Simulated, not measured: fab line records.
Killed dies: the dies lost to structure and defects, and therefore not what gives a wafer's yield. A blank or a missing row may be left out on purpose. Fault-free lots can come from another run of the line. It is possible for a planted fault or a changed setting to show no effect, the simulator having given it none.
fab line records	flow nandHarc
record lots=5	wafers=15	lastDay=23
route steps=1159 shown P_CONTACT@248 P_M0@253
lots untouched by any fault: they come from a run of this same line in which no faults occurred
startH: hours from the record's opening day to when the first of the lot's shown wafers began	waitH: hours elapsed since this lot's preceding step	" the same as in the row above	L1.1+2: a row that stands for several wafers	- no value, or no start given	* or withheld: withheld	< > ~ a bound
route shown NAME@n: a module of which the file shows steps, and the number in the route of the first	usual: mean and standard deviation over wafers with no fault	same: alike in all rows	chamber/n: place in a boat	sites: each site's reading	_std_site: standard deviation across them	_edge_site: outer sites' mean less inner sites'	radiusMm: how far each site lies from the wafer's centre	mask NAME#n: copy n	behind: the most recent tool/chamber to have shaped the wafer	hold: cause of the lot's hold/its duration in hours/its outcome	device: transistor that didn't switch, given as n, p or np	end of line: at the end of the route, the tests of the same wafers	where a step has no rows: the recipe by itself	killed: not the wafer's yield, but the dies lost to structure and defects at the first sort	map: shows each die of a wafer: x if killed, . if not, _ if none is there
set.NAME: the setting the step ran with; set.NAME@STEP: the setting that earlier step ran with	model.NAME: the simulator's own value behind a step, which no gauge read
lots at some steps of the route; a table a step, a row a wafer
services: a tool's chamber out of use, with start hour (startH, from the record's first day; less than 0 if before it), hours out, and reason
## steps
# step NHARC_P_CONTACT_CVD_23
# recipe targetThkA=2000	tempC=300	pressureTorr=40	wf6FlowSccm=40	h2FlowSccm=1600	arFlowSccm=1560	timeS=557	material=W
# usual heaterPowerOuterW=262/33	heaterPowerW=458/44	susceptorTempC=300.05/0.2	throttleValvePct=7.84/0.29
lot.wafer	tool	chamber	startH	waitH	heaterPowerOuterW	heaterPowerW	susceptorTempC	throttleValvePct
L319.1	cvdW-01	1	-	-	259	458	299.99	7.34
L319.4	"	0	"	"	229	423	300.30	7.84
L319.3	"	1	"	"	266	470	299.71	7.23
L318.1	cvdW-02	0	-	-	240	425	300.27	8.06
L318.2	"	1	"	"	312	522	300.05	8.00
L318.6	"	0	"	"	251	435	300.11	8.16
L328.2	cvdW-02	0	-	-	246	415	300.01	8.38
L328.3	"	0	"	"	245	415	300.02	8.28
L328.4	"	1	"	"	311	527	300.30	8.38
L329.1	cvdW-01	0	-	-	233	425	300.21	7.63
L329.4	"	0	"	"	232	430	300.11	7.72
L329.6	"	1	"	"	258	465	300.33	7.59
L336.1	cvdW-01	1	-	-	261	472	-	7.34
L336.4	"	1	"	"	259	466	-	7.40
L336.5	"	1	"	"	258	469	-	7.65
# step NHARC_P_CONTACT_CMP_24
# recipe tOverpolishS=30	targetThkNm=200
# usual motorCurrentA=12.9/1.5	overpolishRunS=30.000/0.0089	timeToEndpointS=39.5/2.3
lot.wafer	tool	chamber	startH	waitH	motorCurrentA	overpolishRunS	timeToEndpointS
L319.1	cmp-04	2	129.95	0.5	11.5	29.982	41.5
L319.4	"	3	"	"	12.1	30.006	35.6
L319.3	"	1	"	"	15.0	30.001	37.6
L318.2	cmp-04	3	130.10	0.5	10.9	30.000	38.9
L318.1	"	2	"	"	11.6	29.991	38.9
L318.6	"	3	"	"	11.5	30.012	38.5
L328.2	cmp-03	0	191.64	0.6	14.4	29.995	40.5
L328.3	"	1	"	"	13.8	30.005	39.1
L328.4	"	2	"	"	10.4	30.012	39.3
L329.4	cmp-04	3	192.45	0.4	11.3	29.996	38.7
L329.1	"	0	"	"	15.0	29.992	39.4
L329.6	"	0	"	"	15.0	29.993	38.9
L336.4	cmp-04	3	221.87	0.4	11.7	29.999	40.8
L336.1	"	1	"	"	14.5	29.986	38.6
L336.5	"	3	"	"	11.5	30.011	34.8
# step NHARC_P_CONTACT_SRD_26
# step NHARC_P_CONTACT_INSPECT_27
# usual rawDefectCount=320/130
lot.wafer	tool	chamber	startH	waitH	rawDefectCount
L319.1	defectInspect-01	-	130.36	0.1	408
L319.3	"	-	"	"	270
L319.4	"	-	"	"	460
L318.1	defectInspect-02	-	130.51	0.1	227
L318.2	"	-	"	"	253
L318.6	"	-	"	"	264
L328.2	defectInspect-02	-	192.05	0.1	279
L328.3	"	-	"	"	180
L328.4	"	-	"	"	199
L329.1	defectInspect-01	-	192.85	0.1	549
L329.4	"	-	"	"	584
L329.6	"	-	"	"	497
L336.1	defectInspect-01	-	222.25	0.1	510
L336.4	"	-	"	"	414
L336.5	"	-	"	"	234
# step NHARC_P_M0_DEP_00
# recipe targetThkA=1500	targetThkNm=150	tempC=withheld	pressureTorr=5	flowSccm=200	rfW=600	material=SiOC
# step NHARC_P_M0_DEHYDRATE_01
# recipe tempC=150	timeS=120
# step NHARC_P_M0_HMDS_02
# recipe timeS=30
# step NHARC_P_M0_COAT_33
# recipe tempC=200	timeS=65
# step NHARC_P_M0_COAT_03
# recipe spinRpm=1500	resistThkNm=90
# step NHARC_P_M0_SOFTBAKE_04
# recipe tempC=105	timeS=55
# step NHARC_P_M0_EBR_05
# step NHARC_P_M0_EXPOSE_06
# recipe na=1.35	targetCdNm=90	doseMj=81.28	maskId=P_M0
# usual exposureDoseMJCm2=81.28/0.079	focusOffsetNm=-0.1/0.49
lot.wafer	tool	chamber	startH	waitH	mask	exposureDoseMJCm2	focusOffsetNm
L319.1	arfiScanner-01	0	131.12	-	P_M0#0	81.25	0.0
L319.3	"	0	"	"	P_M0#0	81.17	-0.3
L319.4	"	0	"	"	P_M0#0	81.21	-0.7
L318.1	arfiScanner-03	0	131.36	-	P_M0#0	81.37	0.5
L318.2	"	0	"	"	P_M0#0	81.25	0.0
L318.6	"	0	"	"	P_M0#0	81.37	-0.4
L328.2	arfiScanner-01	0	192.82	-	P_M0#0	81.15	-0.5
L328.3	"	0	"	"	P_M0#0	81.29	0.8
L328.4	"	0	"	"	P_M0#0	81.18	-0.1
L329.1	arfiScanner-03	0	193.61	-	P_M0#0	84.61	0.0
L329.4	"	0	"	"	P_M0#0	84.66	-0.6
L329.6	"	0	"	"	P_M0#0	84.62	-0.4
L336.1	arfiScanner-01	0	222.89	-	P_M0#0	81.21	0.4
L336.4	"	0	"	"	P_M0#0	81.22	0.8
L336.5	"	0	"	"	P_M0#0	81.16	1.4
# step NHARC_P_M0_PEB_07
# recipe pebTempC=100	pebTimeS=65
# step NHARC_P_M0_DEVELOP_08
# recipe developTimeS=35	devTempC=23
# step NHARC_P_M0_CD_MEAS_09
# recipe targetCdNm=90	landingEnergyEv=500
# usual cdNm=90.0/0.62
# same landingEnergyEv=500
lot.wafer	tool	chamber	startH	waitH	cdNm
L319.1	cdSem-02	0	131.25	-	89.6
L319.3	"	0	"	"	89.3
L319.4	"	0	"	"	89.1
L318.1	cdSem-02	0	131.50	-	88.8
L318.2	"	0	"	"	89.7
L318.6	"	0	"	"	89.5
L328.2	cdSem-02	0	192.95	-	89.6
L328.3	"	0	"	"	89.7
L328.4	"	0	"	"	89.5
L329.1	cdSem-03	0	193.75	-	72.2
L329.4	"	0	"	"	71.5
L329.6	"	0	"	"	79.8
L336.1	cdSem-01	0	223.03	-	89.5
L336.4	"	0	"	"	89.5
L336.5	"	0	"	"	89.8
# step NHARC_P_M0_OVL_MEAS_10
# recipe pitchNm=180
# usual overlayXNm=-0.1/0.79	overlayYNm=0.0/0.7
lot.wafer	tool	chamber	startH	waitH	overlayXNm	overlayYNm
L319.1	overlay-02	-	131.34	-	1.5	-0.3
L319.3	"	-	"	"	0.9	0.3
L319.4	"	-	"	"	0.9	-0.6
L318.1	overlay-01	-	131.59	-	-1.0	0.1
L318.2	"	-	"	"	-1.3	0.0
L318.6	"	-	"	"	-1.6	0.2
L328.2	overlay-02	-	193.04	-	-0.6	-0.9
L328.3	"	-	"	"	-0.3	-2.0
L328.4	"	-	"	"	-0.1	-1.5
L329.1	overlay-02	-	193.84	-	0.0	-0.5
L329.4	"	-	"	"	0.3	1.0
L329.6	"	-	"	"	0.3	-0.1
L336.1	overlay-02	-	223.13	-	-0.4	1.3
L336.4	"	-	"	"	-0.7	1.1
L336.5	"	-	"	"	-0.2	1.1
# step NHARC_P_M0_INSPECT_11
# usual rawDefectCount=4.2/2.6
lot.wafer	tool	chamber	startH	waitH	rawDefectCount
L319.1	defectInspect-01	-	131.38	0.0	2
L319.3	"	-	"	"	6
L319.4	"	-	"	"	7
L318.1	defectInspect-01	-	131.62	0.0	5
L318.2	"	-	"	"	4
L318.6	"	-	"	"	0
L328.2	defectInspect-02	-	193.07	0.0	3
L328.3	"	-	"	"	1
L328.4	"	-	"	"	3
L329.1	defectInspect-01	-	193.88	0.0	7
L329.4	"	-	"	"	8
L329.6	"	-	"	"	8
L336.1	defectInspect-02	-	223.17	0.0	9
L336.4	"	-	"	"	5
L336.5	"	-	"	"	6
# step NHARC_P_M0_DESCUM_14
# recipe timeS=3	o2FlowSccm=200	arFlowSccm=0	biasPowerW=0	chemistry=O2
# usual drypumpMotorCurrentA=5.7/0.49	oesProductAu=0.997/0.0075	rfVppV=57.9/0.94	showerheadPlenumPTorr=1.94/0.083	throttleValvePct=11.312/0.0086
lot.wafer	tool	chamber	startH	waitH	drypumpMotorCurrentA	oesProductAu	rfHoursCounterH	rfVppV	showerheadPlenumPTorr	throttleValvePct	model.P_M0.cdNm
L319.4	rieDiel-13	2	131.45	0.1	5.2	0.987	1	58.6	2.00	11.330	88.91
L319.1	"	3	"	"	6.5	0.997	1	56.9	1.99	11.320	89.71
L319.3	"	0	"	"	4.8	0.996	1	58.4	1.85	11.320	89.06
L318.1	rieDiel-06	1	131.70	0.1	6.1	0.999	4	58.2	2.00	11.310	88.99
L318.2	"	2	"	"	5.6	1.000	3	57.5	2.07	11.322	89.73
L318.6	"	0	"	"	6.0	0.988	-	58.3	1.99	11.310	89.36
L328.2	rieDiel-06	3	193.14	0.1	5.0	0.997	8	58.6	1.94	11.310	89.31
L328.3	"	0	"	"	5.9	0.982	8	59.0	1.98	11.304	89.44
L328.4	"	1	"	"	6.1	0.995	8	56.7	2.00	11.297	89.42
L329.4	rieDiel-02	0	193.95	0.1	5.5	0.994	2	59.4	1.80	11.315	71.43
L329.1	"	2	"	"	6.1	1.001	2	57.0	1.94	11.321	72
L329.6	"	0	"	"	5.5	0.998	-	57.6	1.80	11.316	80.04
L336.1	rieDiel-06	2	223.25	0.1	5.6	0.994	10	58.7	2.06	11.308	89.46
L336.4	"	3	"	"	5.0	0.994	10	59.8	1.94	11.324	89.59
L336.5	"	1	"	"	6.2	0.992	-	57.8	2.00	11.300	90.56
# step NHARC_P_M0_ETCH_34
# recipe targetDepthA=400	overetchA=120	timeS=43.94	ionEnergyEv=200	n2FlowSccm=150	h2FlowSccm=150	arFlowSccm=0	rfW=400	biasW=150	chemistry=N2/H2
# usual drypumpMotorCurrentA=5.8/0.48	oesProductAu=0.995/0.0075	rfVppV=431.3/2.6	showerheadPlenumPTorr=2.07/0.089	throttleValvePct=14.171/0.0082
lot.wafer	tool	chamber	startH	waitH	drypumpMotorCurrentA	oesProductAu	rfHoursCounterH	rfVppV	showerheadPlenumPTorr	throttleValvePct
L319.4	rieDiel-13	1	131.53	0.1	6.8	1.001	1	433.4	2.12	14.180
L319.1	"	2	"	"	5.2	0.990	1	433.0	2.14	14.180
L319.3	"	3	"	"	6.5	0.997	1	432.9	2.12	14.179
L318.1	rieDiel-06	1	131.78	0.1	6.2	0.996	4	433.1	2.14	14.166
L318.2	"	3	"	"	5.0	1.000	5	431.1	2.07	14.172
L318.6	"	1	"	"	6.2	0.998	-	432.8	2.14	14.171
L328.2	rieDiel-06	0	193.22	0.1	5.9	0.978	8	431.3	2.12	14.173
L328.4	"	1	"	"	6.1	0.987	8	433.9	2.14	14.167
L328.3	"	3	"	"	5.0	0.984	8	431.1	2.07	14.173
L329.1	rieDiel-02	0	194.03	0.1	5.5	0.995	2	428.8	1.92	14.166
L329.4	"	1	"	"	6.1	1.001	2	426.8	1.94	14.186
L329.6	"	0	"	"	5.5	0.994	-	426.3	1.92	14.169
L336.1	rieDiel-06	2	223.32	0.1	5.6	1.004	10	435.0	2.20	14.169
L336.4	"	3	"	"	5.0	0.985	10	429.9	2.07	14.192
L336.5	"	1	"	"	6.2	0.994	-	432.5	2.14	14.162
# step NHARC_P_M0_ETCH_15
# recipe targetDepthA=1500	overetchA=150	timeS=82.5	c4f8FlowSccm=withheld	arFlowSccm=400	rfW=600	biasW=300	chemistry=C4F8/Ar
# usual oesProductAu=0.950/0.023	rfVppV=441.6/2.5
lot.wafer	tool	chamber	startH	waitH	oesProductAu	rfHoursCounterH	rfVppV	model.P_M0.cdNm
L319.4	rieDiel-13	1	-	-	0.971	1	443.2	88.68
L319.1	"	2	"	"	0.967	1	444.5	89.52
L319.3	"	3	"	"	0.971	1	442.8	89.16
L318.1	rieDiel-06	2	-	-	0.970	4	445.9	88.99
L318.2	"	0	"	"	0.950	4	442.4	89.83
L318.6	"	2	"	"	0.974	-	445.1	89.47
L328.3	rieDiel-06	1	-	-	0.920	8	443.1	89.14
L328.2	"	2	"	"	0.963	8	445.4	89.08
L328.4	"	0	"	"	0.911	8	442.5	89.04
L329.1	rieDiel-02	2	-	-	0.970	2	442.1	71.96
L329.4	"	0	"	"	0.955	2	439.0	71.08
L329.6	"	1	"	"	0.954	-	438.1	79.95
L336.4	rieDiel-06	0	-	-	0.927	10	443.4	89.43
L336.1	"	2	"	"	0.944	10	446.2	88.98
L336.5	"	1	"	"	0.937	-	442.3	90.28
# step NHARC_P_M0_CD_MEAS_16
# usual cdNm=90.0/0.83
lot.wafer	tool	chamber	startH	waitH	cdNm
L319.1	cdSem-01	-	131.74	-	89.5
L319.3	"	-	"	"	89.3
L319.4	"	-	"	"	88.7
L318.1	cdSem-02	-	131.98	-	89.0
L318.2	"	-	"	"	89.8
L318.6	"	-	"	"	89.7
L328.2	cdSem-02	-	193.44	-	89.3
L328.3	"	-	"	"	89.3
L328.4	"	-	"	"	89.3
L329.1	cdSem-02	-	194.25	-	72.0
L329.4	"	-	"	"	70.6
L329.6	"	-	"	"	79.8
L336.1	cdSem-01	-	223.53	-	88.8
L336.4	"	-	"	"	89.5
L336.5	"	-	"	"	90.4
# step NHARC_P_M0_STRIP_18
# recipe powerW=1000	n2FlowSccm=150	h2FlowSccm=150	arFlowSccm=0	biasW=0	chemistry=N2/H2
# usual drypumpMotorCurrentA=5.8/0.59	oesProductAu=0.998/0.0077	rfVppV=90.9/0.97	showerheadPlenumPTorr=2.07/0.086	throttleValvePct=14.171/0.0091
lot.wafer	tool	chamber	startH	waitH	drypumpMotorCurrentA	oesProductAu	rfHoursCounterH	rfVppV	showerheadPlenumPTorr	throttleValvePct
L319.3	rieDiel-13	3	131.81	0.1	6.5	1.013	1.0	91.7	2.12	14.169
L319.1	"	1	"	"	6.8	1.015	1.0	91.9	2.12	14.175
L319.4	"	2	"	"	5.2	0.998	0.8	91.9	2.14	14.186
L318.1	rieDiel-06	2	132.11	0.1	5.6	1.004	3.6	92.9	2.21	14.177
L318.2	"	3	"	"	5.0	0.990	4.8	91.5	2.07	14.161
L318.6	"	0	"	"	5.9	0.989	-	92.4	2.12	14.190
L328.3	rieDiel-13	3	193.51	0.1	6.5	0.995	5.3	90.8	2.12	14.169
L328.2	"	1	"	"	6.8	0.997	5.5	91.8	2.12	14.163
L328.4	"	2	"	"	5.2	1.001	5.2	91.4	2.14	14.160
L329.1	rieDiel-06	3	194.35	0.1	5.0	0.994	8.2	89.8	2.07	14.182
L329.4	"	0	"	"	5.9	0.981	7.9	89.2	2.12	14.180
L329.6	"	3	"	"	5.0	0.987	-	90.2	2.07	14.180
L336.1	rieDiel-02	2	223.61	0.1	6.1	1.002	4.7	89.4	2.07	14.172
L336.4	"	3	"	"	5.5	0.999	5.1	90.3	1.99	14.184
L336.5	"	3	"	"	5.5	0.991	-	90.8	1.99	14.163
## services
tool	chamber	startH	hours	kind
cvdW-01	-	111.27	13.0	pm
arfiScanner-03	-	115.70	0.5	repair
rieDiel-06	0	122.21	-	clean
rieDiel-06	1	122.21	-	clean
rieDiel-06	2	122.21	-	clean
rieDiel-06	3	122.21	-	clean
cmp-03	-	126.18	1.3	repair
arfiScanner-03	-	140.00	4.0	pm
rieDiel-06	3	140.28	4.9	repair
rieDiel-06	0	146.71	-	clean
rieDiel-02	-	150.70	9.0	pm
cmp-03	-	156.16	4.0	pm
cmp-03	-	163.31	1.1	repair
cmp-04	-	165.70	1.1	repair
cmp-03	-	166.27	9.4	repair
rieDiel-02	-	172.14	0.6	repair
cvdW-02	-	182.46	1.0	repair
cvdW-02	-	185.13	1.0	repair
rieDiel-13	2	194.24	4.3	repair
arfiScanner-01	-	196.00	4.0	pm
cvdW-02	-	198.19	13.0	pm
cmp-04	-	203.08	4.0	pm
cmp-03	-	211.65	0.4	repair
arfiScanner-01	-	215.82	0.5	repair
## key
firstSign step=NHARC_P_M0_EXPOSE_06	reading=exposureDoseMJCm2	direction=up	sigmas=42	usual=81.28	struck=84.63
effect step=NHARC_P_M0_CD_MEAS_09	reading=cdNm	direction=down	sigmas=25	usual=90.0	struck=74.5	through=controlLoop
effect step=NHARC_P_M0_CD_MEAS_16	reading=cdNm	direction=down	sigmas=19	usual=90.0	struck=74.1	through=controlLoop
modelEffect step=NHARC_P_M0_DESCUM_14	value=P_M0.cdNm	without=89.75	struck=74.49
modelEffect step=NHARC_P_M0_ETCH_15	value=P_M0.cdNm	without=89.59	struck=74.33
metAt NHARC_P_M0_EXPOSE_06
struckWafers L329.1,L329.4,L329.6
laterRowsLeftOut L329.1,L329.4
sortLeftOut L329.1,L329.4,L329.6
loopTrim step=NHARC_P_M0_EXPOSE_06	setting=dose	lots=L329
onsetBetween 131.36 193.61
fault kind=processParameterDrift	tool=arfiScanner-03	chamber=-	onsetH=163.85	steps=NHARC_P_M0_EXPOSE_06	channel=focusNm	offset=116.76	spreadByWafer=0.3	shape=step	endH=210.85
# sortLeftOut: the simulated sort isn't trusted on such a fault, so these wafers' sort isn't shown, and their yield isn't known
# laterRowsLeftOut: the simulator's readings of these wafers behind a module that went badly wrong aren't trusted and aren't shown, but for the sort
# loopTrim: a control loop set the setting to another value than it would have without faults
